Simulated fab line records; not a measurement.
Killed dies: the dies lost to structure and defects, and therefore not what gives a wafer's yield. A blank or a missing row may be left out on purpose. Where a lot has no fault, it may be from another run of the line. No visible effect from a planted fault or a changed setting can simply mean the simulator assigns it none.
Which tool was responsible? || flow nandHarc || Sampling: 13 lots, 38 wafers, 5 of 1302 route steps

## WHAT EACH GAUGE READ, for each wafer
NHARC_A_BONDPAD_OVL_MEAS_35. Usual: overlayXNm -1 nm, standard deviation 5.7; overlayYNm -1 nm, standard deviation 5.9.
{"lot": "L576", "measured": "day 23 16:58", "on": "overlay-02", "overlayXNm (nm)": "-7 -7 -7", "overlayYNm (nm)": "-3 -3 -3", "flag": ""}
{"lot": "L577", "measured": "day 23 18:49", "on": "overlay-02", "overlayXNm (nm)": "0 0 0", "overlayYNm (nm)": "-3 -4 -3", "flag": ""}
{"lot": "L581", "measured": "day 24 14:52", "on": "overlay-02", "overlayXNm (nm)": "0 0 0", "overlayYNm (nm)": "-1 -1 0", "flag": ""}
{"lot": "L580", "measured": "day 24 21:46", "on": "overlay-02", "overlayXNm (nm)": "0 0 0", "overlayYNm (nm)": "3 3 3", "flag": ""}
{"lot": "L583", "measured": "day 26 20:19", "on": "overlay-02", "overlayXNm (nm)": "7 7 7", "overlayYNm (nm)": "7 6 7", "flag": ""}
{"lot": "L584", "measured": "day 27 01:20", "on": "overlay-01", "overlayXNm (nm)": "3 2 3", "overlayYNm (nm)": "10 10 10", "flag": ""}
{"lot": "L586", "measured": "day 27 15:40", "on": "overlay-02", "overlayXNm (nm)": "-6 -6 -6", "overlayYNm (nm)": "-6 -6 -6", "flag": ""}
{"lot": "L589", "measured": "day 28 13:32", "on": "overlay-02", "overlayXNm (nm)": "7 7 7", "overlayYNm (nm)": "5 5 5", "flag": ""}
{"lot": "L590", "measured": "day 28 20:39", "on": "overlay-02", "overlayXNm (nm)": "-8 -8", "overlayYNm (nm)": "-15 -16", "flag": ""}
{"lot": "L588", "measured": "day 29 00:26", "on": "overlay-01", "overlayXNm (nm)": "-10 -11 -11", "overlayYNm (nm)": "-4 -5 -4", "flag": ""}
{"lot": "L598", "measured": "day 32 18:00", "on": "overlay-01", "overlayXNm (nm)": "-7 -7 -8", "overlayYNm (nm)": "10 10 9", "flag": ""}
{"lot": "L597", "measured": "day 33 02:42", "on": "overlay-02", "overlayXNm (nm)": "6 6 6", "overlayYNm (nm)": "2 2 1", "flag": ""}
{"lot": "L596", "measured": "day 33 06:56", "on": "overlay-02", "overlayXNm (nm)": "5 6 6", "overlayYNm (nm)": "-7 -8 -7", "flag": ""}

NHARC_END_SORT_01. Usual: killedAtArray 41, standard deviation 10; killedAtOther 0.8, standard deviation 0.91; killedAtPeriphery 4.2, standard deviation 2.9; killedDies 46, standard deviation 10; killedOpen 3.5, standard deviation 2.1; killedShort 2.5, standard deviation 1.6.
{"lot": "L590", "measured": "day 30 05:19", "on": "prober-02", "killedAtArray": "289 44", "killedAtOther": "0 0", "killedAtPeriphery": "2 0", "killedDies": "291 44", "killedOpen": "6 6", "killedShort": "1 3", "flag": "OFF"}
{"lot": "L588", "measured": "day 30 04:30", "on": "prober-01", "killedAtArray": "47 239 41", "killedAtOther": "0 1 0", "killedAtPeriphery": "4 1 5", "killedDies": "51 241 46", "killedOpen": "4 1 0", "killedShort": "4 4 5", "flag": "OFF"}

## TOOL THAT RAN EACH LOT (tool first, then ch and the chambers of the sampled wafers, then the start)
{"lot": "L576", "NHARC_A_WL_FILL_CVD_03": "cvdW-02 ch 0,1, day 20 23:01", "NHARC_A_M1_DEP_33": "pecvd-02 ch 0,2, day 23 15:14", "NHARC_A_BONDPAD_ETCH_12": "rieDiel-09 ch 0,3, no start"}
{"lot": "L577", "NHARC_A_WL_FILL_CVD_03": "cvdW-02 ch 0,1, day 21 03:02", "NHARC_A_M1_DEP_33": "pecvd-02 ch 1,2, day 23 17:04", "NHARC_A_BONDPAD_ETCH_12": "rieDiel-01 ch 0,2,3, no start"}
{"lot": "L581", "NHARC_A_WL_FILL_CVD_03": "cvdW-02 ch 0,1, day 21 21:06", "NHARC_A_M1_DEP_33": "pecvd-04 ch 0,2, day 24 13:03", "NHARC_A_BONDPAD_ETCH_12": "rieDiel-01 ch 0,2,3, no start"}
{"lot": "L580", "NHARC_A_WL_FILL_CVD_03": "cvdW-02 ch 0,1, day 22 08:33", "NHARC_A_M1_DEP_33": "pecvd-01 ch 0,1,2, day 24 20:06", "NHARC_A_BONDPAD_ETCH_12": "rieDiel-04 ch 1,2, no start"}
{"lot": "L583", "NHARC_A_WL_FILL_CVD_03": "cvdW-02 ch 0,1, day 23 23:14", "NHARC_A_M1_DEP_33": "pecvd-01 ch 0,1,2, day 26 18:30", "NHARC_A_BONDPAD_ETCH_12": "rieDiel-09 ch 0,2,3, no start"}
{"lot": "L584", "NHARC_A_WL_FILL_CVD_03": "cvdW-02 ch 0,1, day 24 04:41", "NHARC_A_M1_DEP_33": "pecvd-02 ch 1,2, day 26 23:28", "NHARC_A_BONDPAD_ETCH_12": "rieDiel-04 ch 0,1,2, no start"}
{"lot": "L586", "NHARC_A_WL_FILL_CVD_03": "cvdW-01 ch 0,1, day 24 21:01", "NHARC_A_M1_DEP_33": "pecvd-02 ch 0,2, day 27 13:51", "NHARC_A_BONDPAD_ETCH_12": "rieDiel-09 ch 1,2, no start"}
{"lot": "L589", "NHARC_A_WL_FILL_CVD_03": "cvdW-01 ch 1, day 25 21:40", "NHARC_A_M1_DEP_33": "pecvd-02 ch 0,2, day 28 11:43", "NHARC_A_BONDPAD_ETCH_12": "rieDiel-09 ch 2,3, no start"}
{"lot": "L590", "NHARC_A_WL_FILL_CVD_03": "cvdW-02 ch 0,1, day 26 05:55", "NHARC_A_M1_DEP_33": "pecvd-04 ch 0,2, day 28 18:47", "NHARC_A_BONDPAD_ETCH_12": "rieDiel-09 ch 0,2, day 30 05:19 or earlier"}
{"lot": "L588", "NHARC_A_WL_FILL_CVD_03": "cvdW-02 ch 0,1, day 26 10:47", "NHARC_A_M1_DEP_33": "pecvd-01 ch 0,2, day 28 22:39", "NHARC_A_BONDPAD_ETCH_12": "rieDiel-04 ch 0,2, day 30 04:30 or earlier"}
{"lot": "L598", "NHARC_A_WL_FILL_CVD_03": "cvdW-01 ch 0,1, day 29 10:35", "NHARC_A_M1_DEP_33": "pecvd-01 ch 0,1,2, day 32 03:59", "NHARC_A_BONDPAD_ETCH_12": "rieDiel-09 ch 1,3, no start"}
{"lot": "L597", "NHARC_A_WL_FILL_CVD_03": "cvdW-01 ch 0,1, day 29 14:56", "NHARC_A_M1_DEP_33": "pecvd-04 ch 1,2, day 33 00:50", "NHARC_A_BONDPAD_ETCH_12": "rieDiel-04 ch 1,2, no start"}
{"lot": "L596", "NHARC_A_WL_FILL_CVD_03": "cvdW-01 ch 0,1, day 30 04:14", "NHARC_A_M1_DEP_33": "pecvd-01 ch 0,1, day 33 05:07", "NHARC_A_BONDPAD_ETCH_12": "rieDiel-09 ch 0,2, no start"}
- NHARC_A_WL_FILL_CVD_03: deposits W, target thk 40 nm, time 279 s.
- NHARC_A_M1_DEP_33: deposits SiCN, target thk 30 nm.
- NHARC_A_BONDPAD_ETCH_12: etches the open film in CHF3/O2, target depth 220 nm, time 110 s.

## WHAT THE TOOLS THEMSELVES READ (means of the sampled wafers that have a number; where no wafer has one, the mark that the record gives instead)
NHARC_A_WL_FILL_CVD_03. Usual: heaterPowerW 463 W, standard deviation 20; throttleValvePct 7.77 %, standard deviation 0.28.
{"lot": "L576", "tool": "cvdW-02", "heaterPowerW (W)": 459, "throttleValvePct (%)": 7.97, "flag": ""}
{"lot": "L577", "tool": "cvdW-02", "heaterPowerW (W)": 460, "throttleValvePct (%)": 8.07, "flag": ""}
{"lot": "L581", "tool": "cvdW-02", "heaterPowerW (W)": 456, "throttleValvePct (%)": 7.88, "flag": ""}
{"lot": "L580", "tool": "cvdW-02", "heaterPowerW (W)": 458, "throttleValvePct (%)": 8.19, "flag": ""}
{"lot": "L583", "tool": "cvdW-02", "heaterPowerW (W)": 457, "throttleValvePct (%)": 7.91, "flag": ""}
{"lot": "L584", "tool": "cvdW-02", "heaterPowerW (W)": 457, "throttleValvePct (%)": 8.00, "flag": ""}
{"lot": "L586", "tool": "cvdW-01", "heaterPowerW (W)": 474, "throttleValvePct (%)": 7.46, "flag": ""}
{"lot": "L589", "tool": "cvdW-01", "heaterPowerW (W)": 473, "throttleValvePct (%)": 7.55, "flag": ""}
{"lot": "L590", "tool": "cvdW-02", "heaterPowerW (W)": 454, "throttleValvePct (%)": 7.92, "flag": ""}
{"lot": "L588", "tool": "cvdW-02", "heaterPowerW (W)": 450, "throttleValvePct (%)": 8.04, "flag": ""}
{"lot": "L598", "tool": "cvdW-01", "heaterPowerW (W)": 474, "throttleValvePct (%)": 7.40, "flag": ""}
{"lot": "L597", "tool": "cvdW-01", "heaterPowerW (W)": 473, "throttleValvePct (%)": 7.54, "flag": ""}
{"lot": "L596", "tool": "cvdW-01", "heaterPowerW (W)": 466, "throttleValvePct (%)": 7.52, "flag": ""}

NHARC_A_M1_DEP_33. Usual: 567 W for heaterPowerW, sd 87.
{"lot": "L576", "tool": "pecvd-02", "heaterPowerW (W)": 475, "flag": ""}
{"lot": "L577", "tool": "pecvd-02", "heaterPowerW (W)": 496, "flag": ""}
{"lot": "L581", "tool": "pecvd-04", "heaterPowerW (W)": 642, "flag": ""}
{"lot": "L580", "tool": "pecvd-01", "heaterPowerW (W)": 587, "flag": ""}
{"lot": "L583", "tool": "pecvd-01", "heaterPowerW (W)": 587, "flag": ""}
{"lot": "L584", "tool": "pecvd-02", "heaterPowerW (W)": 547, "flag": ""}
{"lot": "L586", "tool": "pecvd-02", "heaterPowerW (W)": 495, "flag": ""}
{"lot": "L589", "tool": "pecvd-02", "heaterPowerW (W)": 485, "flag": ""}
{"lot": "L590", "tool": "pecvd-04", "heaterPowerW (W)": 590, "flag": ""}
{"lot": "L588", "tool": "pecvd-01", "heaterPowerW (W)": 559, "flag": ""}
{"lot": "L598", "tool": "pecvd-01", "heaterPowerW (W)": 574, "flag": ""}
{"lot": "L597", "tool": "pecvd-04", "heaterPowerW (W)": 670, "flag": ""}
{"lot": "L596", "tool": "pecvd-01", "heaterPowerW (W)": 634, "flag": ""}

NHARC_A_BONDPAD_ETCH_12. Usual: chamberPressureMTorr 24.996 mTorr, standard deviation 0.022; drypumpMotorCurrentA 5.9 A, standard deviation 0.44; oesProductAu 0.947 a.u., standard deviation 0.022; rfVppV 371.3 V, standard deviation 2; showerheadPlenumPTorr 2.44 Torr, standard deviation 0.088; throttleValvePct 20.573 %, standard deviation 0.01.
{"lot": "L576", "tool": "rieDiel-09", "chamberPressureMTorr (mTorr)": 24.994, "drypumpMotorCurrentA (A)": 6.1, "oesProductAu (a.u.)": 0.965, "rfVppV (V)": 372.7, "showerheadPlenumPTorr (Torr)": 2.49, "throttleValvePct (%)": 20.572, "flag": ""}
{"lot": "L577", "tool": "rieDiel-01", "chamberPressureMTorr (mTorr)": 25.000, "drypumpMotorCurrentA (A)": 5.8, "oesProductAu (a.u.)": 0.933, "rfVppV (V)": 369.7, "showerheadPlenumPTorr (Torr)": 2.37, "throttleValvePct (%)": 20.576, "flag": ""}
{"lot": "L581", "tool": "rieDiel-01", "chamberPressureMTorr (mTorr)": 24.975, "drypumpMotorCurrentA (A)": 5.8, "oesProductAu (a.u.)": 0.974, "rfVppV (V)": 372.5, "showerheadPlenumPTorr (Torr)": 2.49, "throttleValvePct (%)": 20.578, "flag": ""}
{"lot": "L580", "tool": "rieDiel-04", "chamberPressureMTorr (mTorr)": 24.989, "drypumpMotorCurrentA (A)": 6.1, "oesProductAu (a.u.)": 0.926, "rfVppV (V)": 372.4, "showerheadPlenumPTorr (Torr)": 2.45, "throttleValvePct (%)": 20.562, "flag": ""}
{"lot": "L583", "tool": "rieDiel-09", "chamberPressureMTorr (mTorr)": 24.994, "drypumpMotorCurrentA (A)": 5.8, "oesProductAu (a.u.)": 0.918, "rfVppV (V)": 371.9, "showerheadPlenumPTorr (Torr)": 2.45, "throttleValvePct (%)": 20.570, "flag": ""}
{"lot": "L584", "tool": "rieDiel-04", "chamberPressureMTorr (mTorr)": 24.983, "drypumpMotorCurrentA (A)": 6.2, "oesProductAu (a.u.)": 0.936, "rfVppV (V)": 371.4, "showerheadPlenumPTorr (Torr)": 2.45, "throttleValvePct (%)": 20.579, "flag": ""}
{"lot": "L586", "tool": "rieDiel-09", "chamberPressureMTorr (mTorr)": 24.993, "drypumpMotorCurrentA (A)": 5.9, "oesProductAu (a.u.)": 0.949, "rfVppV (V)": 369.6, "showerheadPlenumPTorr (Torr)": 2.38, "throttleValvePct (%)": 20.575, "flag": ""}
{"lot": "L589", "tool": "rieDiel-09", "chamberPressureMTorr (mTorr)": 24.993, "drypumpMotorCurrentA (A)": 5.8, "oesProductAu (a.u.)": 0.954, "rfVppV (V)": 370.8, "showerheadPlenumPTorr (Torr)": 2.41, "throttleValvePct (%)": 20.573, "flag": ""}
{"lot": "L590", "tool": "rieDiel-09", "chamberPressureMTorr (mTorr)": 25.010, "drypumpMotorCurrentA (A)": 5.6, "oesProductAu (a.u.)": 0.967, "rfVppV (V)": 371.1, "showerheadPlenumPTorr (Torr)": 2.44, "throttleValvePct (%)": 20.570, "flag": ""}
{"lot": "L588", "tool": "rieDiel-04", "chamberPressureMTorr (mTorr)": 24.995, "drypumpMotorCurrentA (A)": 6.1, "oesProductAu (a.u.)": 0.918, "rfVppV (V)": 372.6, "showerheadPlenumPTorr (Torr)": 2.47, "throttleValvePct (%)": 20.574, "flag": ""}
{"lot": "L598", "tool": "rieDiel-09", "chamberPressureMTorr (mTorr)": 25.010, "drypumpMotorCurrentA (A)": 6.2, "oesProductAu (a.u.)": 0.925, "rfVppV (V)": 371.4, "showerheadPlenumPTorr (Torr)": 2.42, "throttleValvePct (%)": 20.582, "flag": ""}
{"lot": "L597", "tool": "rieDiel-04", "chamberPressureMTorr (mTorr)": 25.010, "drypumpMotorCurrentA (A)": 6.1, "oesProductAu (a.u.)": 0.918, "rfVppV (V)": 371.5, "showerheadPlenumPTorr (Torr)": 2.44, "throttleValvePct (%)": 20.550, "flag": ""}
{"lot": "L596", "tool": "rieDiel-09", "chamberPressureMTorr (mTorr)": 24.999, "drypumpMotorCurrentA (A)": 5.8, "oesProductAu (a.u.)": 0.967, "rfVppV (V)": 373.1, "showerheadPlenumPTorr (Torr)": 2.49, "throttleValvePct (%)": 20.560, "flag": ""}

## THE ANSWER, worked out from the rows above alone
Rule: a lot is off if the mean of its wafers that have a number lies more than 3 standard deviations from the usual mean. A lot without any number at a reading at which 4 lots or more have one is off too. Where the step has rows for the other lots, those lots are counted as sound. Order of review: gauges by route order, followed by the tools' own readings, for which a lot's mean as printed above is used. At the first step where some lot is off, the reading lying furthest off is the one used; lots without a number count as furthest.
Off: L590, L588 (NHARC_END_SORT_01, killedAtArray). Neither off nor sound, because the step has no rows for them: L576, L577, L581, L580, L583, L584, L586, L589, L598, L597, L596.
A tool fits if, at a process step before that reading, it ran every lot that is off, and no sound lot after the first of them. Gauges at NHARC_END_SORT_01: tried the same way as those tools. Because NHARC_A_BONDPAD_ETCH_12 lacks a start for some lots, the hours and order of its lots are taken from NHARC_END_SORT_01. One candidate fits, namely cvdW-02 at NHARC_A_WL_FILL_CVD_03. It ran no sound lot before its first lot that is off in this sample, so the start can't be narrowed down.

## WHAT THE SIMULATOR HAD PUT IN
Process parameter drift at NHARC_A_WL_FILL_CVD_03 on cvdW-02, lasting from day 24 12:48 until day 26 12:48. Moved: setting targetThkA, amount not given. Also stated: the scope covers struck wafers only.
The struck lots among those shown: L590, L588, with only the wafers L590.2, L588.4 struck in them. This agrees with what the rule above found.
